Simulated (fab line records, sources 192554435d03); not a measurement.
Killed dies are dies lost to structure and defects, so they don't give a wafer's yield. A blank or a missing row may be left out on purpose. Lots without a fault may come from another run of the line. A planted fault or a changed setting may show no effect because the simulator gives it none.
fab line records | flow n5_finfet
record lots=24 wafers=72 last_day=18
route steps=1938 shown BEOL_M4@1110 BEOL_M5@1127
lots that met no fault: from a run of the same line without faults
start_h: hours from the record's first day to the start of the lot's first wafer shown | wait_h: hours since the lot's step before | " the same as in the row above | L1.1+2: a row that stands for several wafers | - no value, or no start given | * or withheld: withheld | < > ~ a bound
route shown NAME@n: a module of which the file shows steps, and the number in the route of the first | usual: mean/standard deviation of fault-free wafers | same: alike in all rows | chamber/n: place in a boat | sites: the reading at each site | _std_site: their standard deviation | _edge_site: outer sites' mean less inner sites' | radius_mm: how far each site lies from the wafer's centre | mask NAME#n: copy n | behind: the tool/chamber that last shaped the wafer | hold: why the lot was held/for how many hours/how that ended | device: the transistor (n, p or np) that didn't switch | end of line: the same wafers' tests at the end of the route | a step without rows: its recipe alone | killed: dies lost to structure and defects at the first sort, not the wafer's yield | map: a wafer's dies, x killed, . not, _ none there
set.NAME: the setting as run; set.NAME@STEP: as run at that earlier step | model.NAME: the simulator's own value behind a step, which no gauge read
steps of the route over a sample of lots; a table a step, a row a wafer
services: from which hour (start_h, from the record's first day; less than 0 if before it) a tool's chamber was out of use, for how many hours, and why
## steps
# step N5_BEOL_M4_INSPECT_59
# recipe inspect_instrument=darkfield mode=post_dep
# usual raw_defect_count=70/21
# columns lot.wafer tool chamber start_h wait_h raw_defect_count
L074.1 defect_inspect-01 - 163.32 0.0 61
L074.5 " - " " 34
L074.6 " - " " 50
L075.3 defect_inspect-02 - 169.73 0.0 66
L075.4 " - " " 63
L075.6 " - " " 50
L076.1 defect_inspect-02 - 179.53 0.0 66
L076.3 " - " " 83
L076.5 " - " " 71
L077.1 defect_inspect-01 - 188.40 0.0 99
L077.4 " - " " 41
L077.5 " - " " 63
L078.1 defect_inspect-02 - 188.55 0.0 80
L078.3 " - " " 107
L078.5 " - " " 68
L079.2 defect_inspect-02 - 191.76 0.0 59
L079.3 " - " " 64
L079.6 " - " " 49
L080.3 defect_inspect-02 - 215.25 0.0 78
L080.5 " - " " 103
L080.6 " - " " 77
L081.1 defect_inspect-01 - 221.64 0.0 59
L081.3 " - " " 76
L081.6 " - " " 69
L083.1 defect_inspect-02 - 225.39 0.0 40
L083.2 " - " " 73
L083.3 " - " " 96
L082.1 defect_inspect-02 - 237.03 0.0 59
L082.4 " - " " 43
L082.5 " - " " 65
L084.2 defect_inspect-02 - 251.39 0.0 86
L084.4 " - " " 108
L084.5 " - " " 56
L085.1 defect_inspect-01 - 252.03 0.0 69
L085.3 " - " " 51
L085.6 " - " " 69
L086.1 defect_inspect-01 - 253.21 0.0 74
L086.3 " - " " 71
L086.4 " - " " 68
L087.1 defect_inspect-01 - 257.01 0.0 77
L087.2 " - " " 100
L087.5 " - " " 116
L089.2 defect_inspect-01 - 258.04 0.0 45
L089.3 " - " " 66
L089.5 " - " " 43
L088.3 defect_inspect-01 - 258.88 0.0 59
L088.4 " - " " 80
L088.5 " - " " 67
L090.2 defect_inspect-01 - 262.65 0.0 105
L090.5 " - " " 107
L090.6 " - " " 86
L091.2 defect_inspect-02 - 283.34 0.0 90
L091.5 " - " " 72
L091.6 " - " " 82
L092.1 defect_inspect-02 - 284.17 0.0 89
L092.2 " - " " 69
L092.5 " - " " 90
L093.3 defect_inspect-02 - 287.81 0.0 59
L093.4 " - " " 34
L093.6 " - " " 63
L094.3 defect_inspect-02 - 310.32 0.0 57
L094.4 " - " " 59
L094.5 " - " " 65
L095.1 defect_inspect-02 - 310.40 0.0 59
L095.4 " - " " 37
L095.6 " - " " 66
L096.2 defect_inspect-02 - 311.94 0.0 99
L096.3 " - " " 53
L096.4 " - " " 57
L097.1 defect_inspect-02 - 317.10 0.0 46
L097.3 " - " " 63
L097.6 " - " " 52
# step N5_BEOL_M5_OVL_MEAS_12
# recipe points_per_wafer=522
# usual M5_OVL=0.1/0.81
# columns lot.wafer tool chamber start_h wait_h M5_OVL[nm]
L074.1 overlay-01 0 165.62 0.0 -2.2
L074.5 " 0 " " -0.6
L074.6 " 0 " " 0.2
L075.3 overlay-01 0 172.24 0.0 -0.2
L075.4 " 0 " " -1.2
L075.6 " 0 " " -1.1
L076.1 overlay-02 0 183.72 0.0 0.4
L076.3 " 0 " " 0.9
L076.5 " 0 " " 0.3
L077.1 overlay-01 0 191.43 0.0 1.0
L077.4 " 0 " " 0.0
L077.5 " 0 " " -0.2
L078.1 overlay-02 0 191.51 0.0 0.1
L078.3 " 0 " " 0.2
L078.5 " 0 " " 1.1
L079.2 overlay-01 0 194.60 0.0 0.6
L079.3 " 0 " " -0.7
L079.6 " 0 " " 0.0
L080.3 overlay-01 0 217.75 0.0 0.7
L080.5 " 0 " " 0.4
L080.6 " 0 " " 1.4
L081.1 overlay-02 0 224.85 0.0 -0.4
L081.3 " 0 " " -0.3
L081.6 " 0 " " -1.2
L083.1 overlay-02 0 228.45 0.0 1.4
L083.2 " 0 " " 0.8
L083.3 " 0 " " 1.9
L082.1 overlay-01 0 240.16 0.0 -1.4
L082.4 " 0 " " -0.3
L082.5 " 0 " " -1.1
L084.2 overlay-01 0 254.82 0.0 0.5
L084.4 " 0 " " 0.4
L084.5 " 0 " " -0.4
L085.1 overlay-02 0 255.04 0.0 -0.3
L085.3 " 0 " " -0.2
L085.6 " 0 " " -0.6
L086.1 overlay-01 0 257.77 0.0 -0.3
L086.3 " 0 " " -0.4
L086.4 " 0 " " -0.1
L087.1 overlay-01 0 263.58 0.0 -0.2
L087.2 " 0 " " 0.7
L087.5 " 0 " " 0.3
L089.2 overlay-02 0 263.81 0.0 1.0
L089.3 " 0 " " 0.4
L089.5 " 0 " " 0.0
L088.3 overlay-02 0 264.40 0.0 1.2
L088.4 " 0 " " 0.5
L088.5 " 0 " " 0.8
L090.2 overlay-01 0 265.22 0.0 0.2
L090.5 " 0 " " 0.3
L090.6 " 0 " " 0.0
L091.2 overlay-02 0 287.33 0.0 -0.3
L091.5 " 0 " " -1.4
L091.6 " 0 " " 0.2
L092.1 overlay-02 0 287.52 0.0 1.3
L092.2 " 0 " " -0.1
L092.5 " 0 " " 1.0
L093.3 overlay-02 0 290.66 0.0 1.6
L093.4 " 0 " " 0.4
L093.6 " 0 " " 0.7
L094.3 overlay-01 0 313.75 0.0 1.0
L094.4 " 0 " " 0.1
L094.5 " 0 " " 0.5
L095.1 overlay-02 0 313.95 0.0 0.1
L095.4 " 0 " " -0.4
L095.6 " 0 " " -0.4
L096.2 overlay-01 0 314.23 0.0 0.3
L096.3 " 0 " " -0.3
L096.4 " 0 " " 0.3
L097.1 overlay-02 0 324.19 0.0 0.5
L097.3 " 0 " " 0.4
L097.6 " 0 " " -0.3
# step N5_BEOL_M5_DESCUM_16
# recipe chemistry=O2 time_s=7 source_power_w=50 bias_power_w=20 pressure_mtorr=20 rf_frequency_hz=2.712e+07 temp_c=40 resist=CAR-EUV o2_flow_sccm=225
# usual drypump_motor_current_A=5.5/0.32 oes_product_au=0.77/0.073 rf_vpp_V=243.2/1.4 showerhead_plenum_p_Torr=2.10/0.07 throttle_valve_pct=20.52/0.18
# columns lot.wafer tool chamber start_h wait_h drypump_motor_current_A oes_product_au rf_hours_counter_h rf_vpp_V showerhead_plenum_p_Torr throttle_valve_pct
L074.1 rie_diel-04 3 165.76 0.1 5.4 0.73 191 244.4 2.19 20.59
L074.5 " 0 " " 5.6 0.87 - 241.2 2.07 20.53
L074.6 " 3 " " 5.4 0.72 - 245.0 2.19 20.60
L075.3 rie_diel-04 0 172.32 0.0 5.6 0.85 50 243.0 2.07 20.53
L075.4 " 1 " " 5.0 0.68 223 242.3 2.06 20.67
L075.6 " 2 " " 5.7 0.72 - 241.4 2.01 20.42
L076.1 rie_diel-04 2 184.59 0.8 5.7 0.73 165 240.5 2.01 20.43
L076.3 " 0 " " 5.6 0.84 54 241.6 2.07 20.54
L076.5 " 2 " " 5.7 0.72 - 241.5 2.01 20.41
L077.1 rie_diel-06 2 191.53 0.0 6.1 0.76 134 244.7 2.11 20.48
L077.4 " 1 " " 5.4 0.84 - 243.6 2.03 20.63
L077.5 " 0 " " 5.5 0.74 - 243.5 2.17 20.47
L078.1 rie_diel-06 0 191.75 0.2 5.6 0.74 161 244.3 2.17 20.47
L078.3 " 1 " " 5.5 0.84 67 242.6 2.03 20.61
L078.5 " 0 " " 5.6 0.75 - 244.6 2.17 20.46
L079.2 rie_diel-04 0 194.69 0.0 5.7 0.84 57 242.4 2.07 20.54
L079.3 " 3 " " 5.4 0.72 201 245.8 2.19 20.61
L079.6 " 2 " " 5.7 0.72 - 242.6 2.01 20.42
L080.3 rie_diel-02 1 217.83 0.0 6.0 0.70 214 241.8 2.10 20.79
L080.5 " 3 " " 5.7 0.87 - 244.7 2.24 20.76
L080.6 " 0 " " 4.7 0.69 - 242.3 2.07 20.83
L081.1 rie_diel-06 2 224.95 0.0 6.1 0.75 142 242.9 2.10 20.47
L081.3 " 1 " " 5.4 0.82 75 242.5 2.03 20.63
L081.6 " 0 " " 5.5 0.73 - 242.7 2.17 20.46
L083.1 rie_diel-04 1 228.55 0.0 5.0 0.66 243 243.9 2.05 20.70
L083.2 " 3 " " 5.4 0.70 212 244.8 2.18 20.63
L083.3 " 1 " " 5.0 0.67 - 242.9 2.05 20.72
L082.1 rie_diel-04 0 240.26 0.0 5.6 0.82 68 242.1 2.06 20.56
L082.4 " 1 " " 5.0 0.66 247 241.4 2.05 20.71
L082.5 " 2 " " 5.7 0.71 - 242.6 2.01 20.45
L084.2 rie_diel-06 2 254.91 0.0 6.1 0.76 151 243.7 2.10 20.50
L084.4 " 3 " " 5.2 0.85 60 245.7 2.20 20.09
L084.5 " 0 " " 5.5 0.72 - 242.8 2.17 20.47
L085.1 rie_diel-06 1 255.13 0.0 5.4 0.81 84 242.6 2.03 20.66
L085.3 " 3 " " 5.2 0.84 60 244.3 2.20 20.09
L085.6 " 3 " " 5.2 0.84 - 243.7 2.20 20.08
L086.1 rie_diel-04 3 257.88 0.0 5.4 0.69 222 243.4 2.18 20.64
L086.3 " 2 " " 5.7 0.70 191 241.3 2.00 20.46
L086.4 " 2 " " 5.7 0.70 - 242.0 2.00 20.45
L087.1 rie_diel-06 0 263.75 0.1 5.6 0.73 179 243.6 2.17 20.49
L087.2 " 2 " " 6.1 0.76 153 242.1 2.10 20.48
L087.5 " 3 " " 5.2 0.85 - 246.4 2.20 20.10
L089.2 rie_diel-04 3 263.91 0.0 5.4 0.70 223 245.3 2.18 20.65
L089.3 " 1 " " 5.0 0.97 0 242.5 2.05 20.23
L089.5 " 1 " " 5.0 0.98 - 242.9 2.05 20.23
L088.3 rie_diel-06 0 264.48 0.0 5.6 0.72 180 243.4 2.17 20.49
L088.4 " 1 " " 5.4 0.81 87 240.5 2.03 20.65
L088.5 " 2 " " 6.1 0.75 - 242.3 2.10 20.50
L090.2 rie_diel-06 2 265.31 0.0 6.1 0.75 154 244.4 2.10 20.49
L090.5 " 2 " " 6.1 0.75 - 243.8 2.10 20.50
L090.6 " 1 " " 5.4 0.81 - 241.7 2.03 20.65
L091.2 rie_diel-04 1 287.41 0.0 5.0 0.94 6 242.3 2.05 20.24
L091.5 " 3 " " 5.4 0.70 - 244.3 2.18 20.65
L091.6 " 2 " " 5.7 0.70 - 242.6 2.00 20.47
L092.1 rie_diel-06 2 287.86 0.3 6.1 0.75 161 242.3 2.10 20.51
L092.2 " 3 " " 5.2 0.85 66 244.0 2.20 20.09
L092.5 " 1 " " 5.4 0.81 - 241.6 2.02 20.66
L093.3 rie_diel-02 1 290.74 0.0 5.9 0.69 236 244.2 2.09 20.82
L093.4 " 2 " " 5.8 0.87 45 242.0 2.05 20.18
L093.6 " 2 " " 5.8 0.87 - 240.4 2.05 20.18
L094.3 rie_diel-06 0 313.83 0.0 5.6 0.72 193 243.4 2.16 20.53
L094.4 " 2 " " 6.1 0.74 166 244.4 2.10 20.52
L094.5 " 2 " " 6.1 0.75 - 243.1 2.09 20.52
L095.1 rie_diel-04 3 314.10 0.1 5.4 0.70 236 243.4 2.17 20.66
L095.4 " 1 " " 5.0 0.93 14 243.3 2.04 20.25
L095.6 " 3 " " 5.4 0.70 - 243.8 2.17 20.67
L096.2 rie_diel-04 2 314.32 0.0 5.7 0.70 204 243.2 2.00 20.48
L096.3 " 1 " " 5.0 0.92 14 243.0 2.04 20.26
L096.4 " 3 " " 5.4 0.70 237 245.6 2.17 20.66
L097.1 rie_diel-02 1 324.36 0.1 6.0 0.69 246 243.4 2.09 20.82
L097.3 " 3 " " 5.7 0.83 84 243.9 2.22 20.83
L097.6 " 3 " " 5.7 0.82 - 246.0 2.22 20.83
# step N5_BEOL_M5_ETCH_72
# recipe chemistry=N2/H2 target=underlayer target_depth_a=65 mask_material=CAR-EUV time_s=5.2 ion_energy_ev=200 pressure_mtorr=30 source_w=840 bias_w=150 n2_flow_sccm=200 h2_flow_sccm=200 ends=cleared
# usual drypump_motor_current_A=5.5/0.33 etch_rf_on_time_s=5.21/0.15 oes_product_au=0.66/0.065 rf_vpp_V=524.1/2.8 showerhead_plenum_p_Torr=2.55/0.096 throttle_valve_pct=17.93/0.18
# columns lot.wafer tool chamber start_h wait_h drypump_motor_current_A etch_rf_on_time_s oes_product_au rf_hours_counter_h rf_vpp_V showerhead_plenum_p_Torr throttle_valve_pct
L074.1 rie_diel-04 3 165.79 0.0 5.4 5.17 0.62 191 525.8 2.64 17.96
L074.5 " 0 " " 5.6 5.29 0.73 - 522.5 2.48 17.78
L074.6 " 3 " " 5.4 5.23 0.61 - 525.9 2.64 17.95
L075.3 rie_diel-04 0 172.36 0.0 5.7 5.27 0.73 50 521.3 2.48 17.78
L075.4 " 1 " " 5.0 5.45 0.59 223 522.8 2.51 18.09
L075.6 " 2 " " 5.7 5.32 0.61 - 522.3 2.42 17.71
L076.1 rie_diel-04 2 184.62 0.0 5.7 5.36 0.61 165 519.2 2.42 17.72
L076.3 " 0 " " 5.6 5.27 0.72 54 521.8 2.48 17.76
L076.5 " 2 " " 5.7 5.35 0.62 - 521.2 2.42 17.72
L077.1 rie_diel-06 2 191.56 0.0 6.1 5.18 0.64 134 523.7 2.56 17.92
L077.4 " 1 " " 5.4 5.06 0.72 - 525.0 2.47 18.04
L077.5 " 0 " " 5.6 5.11 0.63 - 526.5 2.66 18.09
L078.1 rie_diel-06 0 191.79 0.0 5.6 5.00 0.65 161 526.4 2.66 18.07
L078.3 " 1 " " 5.4 4.95 0.73 67 521.7 2.47 18.04
L078.5 " 0 " " 5.6 4.98 0.66 - 529.3 2.66 18.07
L079.2 rie_diel-04 0 194.72 0.0 5.6 5.37 0.72 57 520.3 2.48 17.79
L079.3 " 3 " " 5.4 5.33 0.60 201 524.2 2.64 17.99
L079.6 " 2 " " 5.7 5.43 0.61 - 521.5 2.42 17.73
L080.3 rie_diel-02 1 217.87 0.0 6.0 5.28 0.59 214 526.5 2.49 17.91
L080.5 " 3 " " 5.7 5.20 0.74 - 529.1 2.70 18.26
L080.6 " 0 " " 4.8 5.40 0.57 - 522.3 2.52 18.37
L081.1 rie_diel-06 2 224.98 0.0 6.1 5.19 0.65 142 524.9 2.55 17.97
L081.3 " 1 " " 5.4 5.04 0.73 75 521.0 2.47 18.00
L081.6 " 0 " " 5.6 5.12 0.62 - 527.4 2.66 18.07
L083.1 rie_diel-04 1 228.60 0.0 5.0 5.52 0.56 243 521.4 2.50 18.11
L083.2 " 3 " " 5.4 5.26 0.60 212 525.9 2.63 18.01
L083.3 " 1 " " 5.0 5.62 0.57 - 523.1 2.50 18.11
L082.1 rie_diel-04 0 240.29 0.0 5.6 5.27 0.72 68 522.6 2.48 17.82
L082.4 " 1 " " 5.0 5.57 0.56 247 521.6 2.50 18.14
L082.5 " 2 " " 5.7 5.29 0.59 - 522.0 2.41 17.75
L084.2 rie_diel-06 2 254.94 0.0 6.1 5.07 0.65 151 527.5 2.55 17.96
L084.4 " 3 " " 5.2 5.14 0.71 60 529.0 2.71 17.74
L084.5 " 0 " " 5.6 5.05 0.63 - 527.2 2.66 18.10
L085.1 rie_diel-06 1 255.17 0.0 5.4 5.10 0.70 84 519.9 2.46 18.06
L085.3 " 3 " " 5.2 5.18 0.72 60 527.1 2.71 17.73
L085.6 " 3 " " 5.2 5.14 0.72 - 529.0 2.71 17.71
L086.1 rie_diel-04 3 257.91 0.0 5.4 5.20 0.59 222 527.2 2.63 17.99
L086.3 " 2 " " 5.7 5.18 0.60 191 522.3 2.41 17.77
L086.4 " 2 " " 5.7 5.28 0.60 - 521.5 2.41 17.77
L087.1 rie_diel-06 0 263.79 0.0 5.6 5.11 0.62 179 525.8 2.66 18.10
L087.2 " 2 " " 6.1 5.07 0.65 153 523.4 2.55 17.97
L087.5 " 3 " " 5.2 5.23 0.72 - 529.4 2.71 17.75
L089.2 rie_diel-04 3 263.95 0.0 5.4 5.18 0.59 223 524.1 2.63 18.01
L089.3 " 1 " " 5.0 5.28 0.82 0 523.0 2.50 17.65
L089.5 " 1 " " 5.0 5.30 0.83 - 521.6 2.50 17.63
L088.3 rie_diel-06 0 264.51 0.0 5.6 5.09 0.62 180 526.6 2.66 18.09
L088.4 " 1 " " 5.4 5.06 0.71 87 522.8 2.46 18.05
L088.5 " 2 " " 6.1 5.12 0.65 - 522.1 2.55 17.99
L090.2 rie_diel-06 2 265.34 0.0 6.1 5.07 0.65 154 523.8 2.55 17.97
L090.5 " 2 " " 6.1 5.08 0.65 - 523.7 2.55 17.99
L090.6 " 1 " " 5.4 5.01 0.70 - 523.2 2.46 18.07
L091.2 rie_diel-04 1 287.45 0.0 5.0 5.47 0.78 6 523.2 2.50 17.65
L091.5 " 3 " " 5.4 5.18 0.59 - 526.6 2.62 18.02
L091.6 " 2 " " 5.7 5.39 0.60 - 520.1 2.41 17.77
L092.1 rie_diel-06 2 287.89 0.0 6.1 5.09 0.66 161 524.6 2.54 18.00
L092.2 " 3 " " 5.2 5.18 0.71 66 527.1 2.71 17.73
L092.5 " 1 " " 5.4 5.02 0.69 - 522.5 2.46 18.06
L093.3 rie_diel-02 1 290.77 0.0 6.0 5.21 0.58 236 523.7 2.48 17.99
L093.4 " 2 " " 5.8 5.04 0.77 45 524.0 2.47 17.45
L093.6 " 2 " " 5.8 5.13 0.74 - 520.6 2.47 17.46
L094.3 rie_diel-06 0 313.87 0.0 5.6 5.08 0.61 193 526.9 2.65 18.15
L094.4 " 2 " " 6.1 5.08 0.64 166 524.1 2.54 18.02
L094.5 " 2 " " 6.1 5.19 0.64 - 523.3 2.54 18.00
L095.1 rie_diel-04 3 314.13 0.0 5.4 5.18 0.60 236 524.8 2.62 18.01
L095.4 " 1 " " 5.0 5.40 0.78 14 524.6 2.49 17.65
L095.6 " 3 " " 5.4 5.17 0.59 - 526.9 2.62 18.00
L096.2 rie_diel-04 2 314.36 0.0 5.7 5.38 0.59 204 519.6 2.40 17.80
L096.3 " 1 " " 5.0 5.41 0.77 14 522.2 2.49 17.69
L096.4 " 3 " " 5.4 5.30 0.59 237 526.3 2.62 18.03
L097.1 rie_diel-02 1 324.39 0.0 6.0 5.17 0.58 246 523.1 2.48 17.97
L097.3 " 3 " " 5.7 5.19 0.71 84 526.5 2.69 18.32
L097.6 " 3 " " 5.7 5.20 0.71 - 527.9 2.69 18.32
# step N5_BEOL_M5_CURE_80
# recipe temp_c=370 time_s=120 ambient=DMADMS/He material=SiCOH_lowk
# usual lamp_power_pct=52.31/0.054 wafer_temp_C_max=371.7/0.69
# columns lot.wafer tool chamber start_h wait_h lamp_power_pct wafer_temp_C_max
L074.1 uv_cure-03 1 168.73 0.0 52.32 370.9
L074.5 " 1 " " 52.31 371.5
L074.6 " 1 " " 52.20 371.1
L075.3 uv_cure-01 2 174.73 0.2 52.26 372.3
L075.4 " 2 " " 52.23 372.4
L075.6 " 2 " " 52.28 371.3
L076.1 uv_cure-03 1 188.48 0.0 52.28 370.6
L076.3 " 1 " " 52.34 370.7
L076.5 " 1 " " 52.29 370.7
L077.1 uv_cure-02 2 193.04 0.0 52.28 372.6
L077.4 " 2 " " 52.35 372.4
L077.5 " 2 " " 52.36 372.0
L078.1 uv_cure-03 2 193.38 0.0 52.30 370.8
L078.3 " 2 " " 52.33 370.5
L078.5 " 2 " " 52.30 370.6
L079.2 uv_cure-03 2 200.06 0.1 52.27 370.8
L079.3 " 2 " " 52.29 370.8
L079.6 " 2 " " 52.35 371.0
L080.3 uv_cure-02 1 219.75 0.1 52.30 371.5
L080.5 " 1 " " 52.31 371.5
L080.6 " 1 " " 52.27 372.0
L081.1 uv_cure-01 2 228.10 0.0 52.33 372.2
L081.3 " 2 " " 52.40 372.2
L081.6 " 2 " " 52.34 372.8
L083.1 uv_cure-02 2 230.96 0.1 52.36 372.9
L083.2 " 2 " " 52.33 372.0
L083.3 " 2 " " 52.24 372.7
L082.1 uv_cure-03 0 242.28 0.0 52.27 373.0
L082.4 " 0 " " 52.39 372.3
L082.5 " 0 " " 52.22 372.8
L085.1 uv_cure-03 1 257.68 0.0 52.25 371.1
L085.3 " 1 " " 52.33 371.3
L085.6 " 1 " " 52.36 371.3
L084.2 uv_cure-01 0 258.06 0.1 52.35 371.6
L084.4 " 0 " " 52.35 371.9
L084.5 " 0 " " 52.33 371.8
L086.1 uv_cure-02 2 263.88 0.0 52.39 371.7
L086.3 " 2 " " 52.25 372.0
L086.4 " 2 " " 52.32 372.3
L089.2 uv_cure-01 2 266.37 0.1 52.31 372.4
L089.3 " 2 " " 52.34 371.8
L089.5 " 2 " " 52.43 372.6
L087.1 uv_cure-02 2 266.37 0.0 52.30 372.2
L087.2 " 2 " " 52.27 371.8
L087.5 " 2 " " 52.26 371.7
L088.3 uv_cure-02 1 266.86 0.1 52.15 372.0
L088.4 " 1 " " 52.30 372.0
L088.5 " 1 " " 52.33 370.8
L090.2 uv_cure-02 1 272.57 0.1 52.38 371.8
L090.5 " 1 " " 52.27 371.3
L090.6 " 1 " " 52.33 372.2
L091.2 uv_cure-02 1 290.52 0.1 52.34 371.5
L091.5 " 1 " " 52.27 371.3
L091.6 " 1 " " 52.31 371.5
L092.1 uv_cure-01 2 290.55 0.0 52.27 372.7
L092.2 " 2 " " 52.34 372.7
L092.5 " 2 " " 52.33 372.7
L093.3 uv_cure-01 1 294.88 0.1 52.27 370.9
L093.4 " 1 " " 52.40 370.8
L093.6 " 1 " " 52.19 371.0
L094.3 uv_cure-01 1 316.69 0.1 52.38 371.1
L094.4 " 1 " " 52.30 371.3
L094.5 " 1 " " 52.28 371.0
L095.1 uv_cure-03 1 316.76 0.0 52.25 371.0
L095.4 " 1 " " 52.35 370.9
L095.6 " 1 " " 52.29 371.1
L096.2 uv_cure-02 1 316.98 0.1 52.27 371.0
L096.3 " 1 " " 52.30 371.9
L096.4 " 1 " " 52.33 371.2
L097.1 uv_cure-03 0 326.05 0.0 52.30 372.5
L097.3 " 0 " " 52.27 372.6
L097.6 " 0 " " 52.37 372.7
# step N5_BEOL_M5_DEGAS_44
# recipe ambient=vacuum temp_c=250 time_s=60
# usual heater_power_w=323/33 susceptor_temp_C=250.01/0.17
# columns lot.wafer tool chamber start_h wait_h heater_power_w susceptor_temp_C
L074.1 pvd_sputter-03 - 169.31 0.5 366 250.10
L074.5 " - " " 280 249.51
L074.6 " - " " 382 250.04
L075.3 pvd_sputter-02 - 175.32 0.5 276 249.93
L075.4 " - " " 356 249.83
L075.6 " - " " 328 249.79
L076.1 pvd_sputter-02 - 188.85 0.3 333 250.11
L076.3 " - " " 269 249.76
L076.5 " - " " 323 250.01
L077.1 pvd_sputter-02 - 193.79 0.7 360 250.11
L077.4 " - " " 337 250.27
L077.5 " - " " 275 250.31
L078.1 pvd_sputter-02 - 193.87 0.4 275 249.97
L078.3 " - " " 339 250.22
L078.5 " - " " 333 250.22
L079.2 pvd_sputter-03 - 200.49 0.4 317 250.30
L079.3 " - " " 273 250.05
L079.6 " - " " 371 250.16
L080.3 pvd_sputter-02 - 220.36 0.6 360 249.96
L080.5 " - " " 267 250.15
L080.6 " - " " 328 250.19
L081.1 pvd_sputter-01 - 228.47 0.3 300 250.13
L081.3 " - " " 318 250.19
L081.6 " - " " 296 249.97
L083.1 pvd_sputter-01 - 231.37 0.4 327 249.87
L083.2 " - " " 294 249.89
L083.3 " - " " 370 249.81
L082.1 pvd_sputter-01 - 242.79 0.5 289 250.06
L082.4 " - " " 340 249.80
L082.5 " - " " 347 249.96
L085.1 pvd_sputter-02 - 258.03 0.3 279 250.03
L085.3 " - " " 332 250.06
L085.6 " - " " 357 250.11
L084.2 pvd_sputter-02 - 258.57 0.5 323 250.19
L084.4 " - " " 351 250.18
L084.5 " - " " 349 250.18
L086.1 pvd_sputter-03 - 264.27 0.3 318 249.98
L086.3 " - " " 379 249.91
L086.4 " - " " 294 250.17
L089.2 pvd_sputter-03 - 266.68 0.3 291 250.25
L089.3 " - " " 378 250.02
L089.5 " - " " 312 250.04
L087.1 pvd_sputter-03 - 266.76 0.3 290 250.05
L087.2 " - " " 370 250.45
L087.5 " - " " 375 250.20
L088.3 pvd_sputter-01 - 267.09 0.2 348 249.90
L088.4 " - " " 373 250.04
L088.5 " - " " 299 250.24
L090.2 pvd_sputter-01 - 273.15 0.5 350 250.08
L090.5 " - " " 297 249.66
L090.6 " - " " 361 250.08
L091.2 pvd_sputter-01 - 291.08 0.5 362 249.81
L091.5 " - " " 292 249.83
L091.6 " - " " 342 249.72
L092.1 pvd_sputter-01 - 291.16 0.6 369 250.14
L092.2 " - " " 296 250.13
L092.5 " - " " 367 249.96
L093.3 pvd_sputter-01 - 295.47 0.5 342 250.04
L093.4 " - " " 369 250.30
L093.6 " - " " 373 250.00
L094.3 pvd_sputter-02 - 317.22 0.5 351 249.98
L094.4 " - " " 339 249.93
L094.5 " - " " 331 249.88
L095.1 pvd_sputter-02 - 317.62 0.8 337 250.01
L095.4 " - " " 266 250.08
L095.6 " - " " 334 250.09
L096.2 pvd_sputter-02 - 317.74 0.7 321 249.79
L096.3 " - " " 280 249.73
L096.4 " - " " 325 249.94
L097.1 pvd_sputter-03 - 326.37 0.3 386 250.03
L097.3 " - " " 292 249.85
L097.6 " - " " 293 249.93
## services
# columns tool chamber start_h hours kind
uv_cure-01 - 148.51 2.1 pm
uv_cure-02 - 154.23 1.0 pm
uv_cure-03 - 154.30 2.1 pm
uv_cure-01 - 157.08 7.5 pm
rie_diel-06 3 176.37 19.3 repair
uv_cure-01 - 205.79 7.5 pm
rie_diel-04 0 222.79 11.3 repair
uv_cure-03 - 225.12 2.8 pm
rie_diel-04 2 228.08 2.4 repair
rie_diel-02 0 234.65 - clean
rie_diel-02 0 234.65 - consumable_replace:focus_ring
rie_diel-02 0 234.65 19.3 scheduled_down
rie_diel-02 0 234.65 19.3 vent_cycle
uv_cure-03 - 247.76 1.0 pm
rie_diel-04 1 249.86 - clean
rie_diel-04 1 249.86 - consumable_replace:focus_ring
rie_diel-04 1 249.86 12.2 scheduled_down
rie_diel-04 1 249.86 12.2 vent_cycle
rie_diel-06 2 299.45 8.1 repair
uv_cure-01 - 315.48 1.0 pm
pvd_sputter-03 - 316.53 4.6 repair
## key
fault none
